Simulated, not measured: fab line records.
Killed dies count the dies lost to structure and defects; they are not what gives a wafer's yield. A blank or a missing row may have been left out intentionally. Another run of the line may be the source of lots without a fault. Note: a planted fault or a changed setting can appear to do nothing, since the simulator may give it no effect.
A lot that was struck, set against a sound lot + flow nand-harc + 15 steps out of a route of 1302
Sound: these wafers, L895.2, L895.4, L895.6. Wafers L900.3, L900.5, L900.6 were the ones struck. The cause is named last.
Order at every step that has rows: each side's tool, ch and its chambers, its first start. Under that, the readings that differ: sound wafers + struck wafers + difference of the means + sigmas: that difference in standard deviations of wafers without a fault.
alike: a reading whose means differ by less than 2 such deviations, as well as words and numbers matching on both sides. not compared: withheld readings; readings where some wafer has no value; bounds like >300 that might hide an equal value; numbers whose values overlap and for which the record gives no deviation.
A row with sigmas, a row that says differs or no value, or rows on one side alone: a step with any of these is where the two part. Non-overlapping numbers with no deviation appear without sigmas and do not part them. Lack of a reading on every wafer of one side parts them only where that side has two or more wafers.

first, 3 steps without rows for these wafers: NHARC_THIN_TSV_EXPOSE_09 (exposes mask TSV); NHARC_THIN_TSV_PEB_10 (peb time 85 s); NHARC_THIN_TSV_DEVELOP_11 (time 70 s).
NHARC_THIN_TSV_CD_MEAS_12 targets a cd of 1000 nm.
  sound on cd-sem-02 ch 0, day 25 05:21; struck on cd-sem-03 ch 0, day 27 15:05
  alike: cd-nm
then, 1 step without rows for these wafers: NHARC_THIN_TSV_HARDBAKE_13 (time 80 s).
NHARC_THIN_TSV_DESCUM_14: chemistry O2, time 3 s.
  sound on rie-diel-01 ch 0,2, day 25 05:31; struck on rie-diel-13 ch 0,1,3, day 27 15:16
| reading                         | sound          | struck         | difference | sigmas |
|---------------------------------|----------------|----------------|------------|--------|
| showerhead-plenum-p-Torr (Torr) | 1.92 2.00 2.00 | 1.84 1.79 1.82 | -0.16      | -2     |
  alike: chamber-pressure-mTorr, drypump-motor-current-A, oes-product-au, rf-vpp-V, throttle-valve-pct
  not compared: rf-hours-counter-h
NHARC_THIN_TSV_ETCH_44: etches the open film in CF4/O2, target depth 1594.2 nm, time 797.1 s.
  sound on rie-diel-01 ch 0,1,3, day 25 05:35; struck on rie-diel-13 ch 1,2,3, day 27 15:30
  alike: cf4-flow-sccm, chamber-pressure-mTorr, drypump-motor-current-A, oes-product-au, rf-vpp-V, showerhead-plenum-p-Torr, throttle-valve-pct
  not compared: rf-hours-counter-h
NHARC_THIN_TSV_ETCH_15: target depth 3000 nm, bosch target overetch cycles 2, bosch etch step 2.8 s.
  sound on rie-si-01 ch 0,1,3, day 25 06:10; struck on rie-si-01 ch 1,2,3, day 27 15:56
  alike: drypump-motor-current-A
  not compared: rf-hours-counter-h
NHARC_THIN_TSV_CD_MEAS_16:
  sound: cd-sem-01 at day 25 06:19; struck: cd-sem-01 at day 27 16:03
  alike: cd-nm
NHARC_THIN_TSV_STRIP_45: strips in O2.
  sound on plasma-asher-02 ch 0,1, day 25 06:26; struck on plasma-asher-01 ch 0,1, day 27 16:16
  alike: drypump-motor-current-A, heater-power-w
  not compared: rf-hours-counter-h
then, 2 steps without rows for these wafers: NHARC_THIN_TSV_STRIP_46 (strips in post etch residue remover, time 1200 s); NHARC_THIN_TSV_DEP_47 (deposits SiO2, target thk 200 nm).
NHARC_THIN_TSV_ETCHBACK_48: etches the open film in C4F8/Ar, target depth 1028.5 nm, time 405.17 s.
  sound on rie-diel-01 ch 0,1,3, day 25 07:35; struck on rie-diel-01 ch 2,3, day 27 17:20
| reading        | sound       | struck                  | difference | sigmas |
|----------------|-------------|-------------------------|------------|--------|
| over-etch-frac | 0.3 0.3 0.3 | 0.22557 0.22557 0.22557 | -0.07443   |        |
  alike: chamber-pressure-mTorr, oes-product-au, rf-vpp-V
  not compared: rf-hours-counter-h
NHARC_THIN_TSV_STRIP_62: strips in N2/H2, time 20 s.
  sound on plasma-asher-01 ch 0,1, day 25 07:57; struck on plasma-asher-01 ch 0,1, day 27 17:45
  alike: drypump-motor-current-A, heater-power-w
  not compared: rf-hours-counter-h
NHARC_END_SORT_01:
  the record has rows for the struck wafers here (prober-01 ch 0, day 28 08:38) and none for the sound ones

WHERE THEY PART
Earliest at NHARC_THIN_TSV_DESCUM_14; latest, in this record, at NHARC_END_SORT_01.

WHY: what the simulator had put in
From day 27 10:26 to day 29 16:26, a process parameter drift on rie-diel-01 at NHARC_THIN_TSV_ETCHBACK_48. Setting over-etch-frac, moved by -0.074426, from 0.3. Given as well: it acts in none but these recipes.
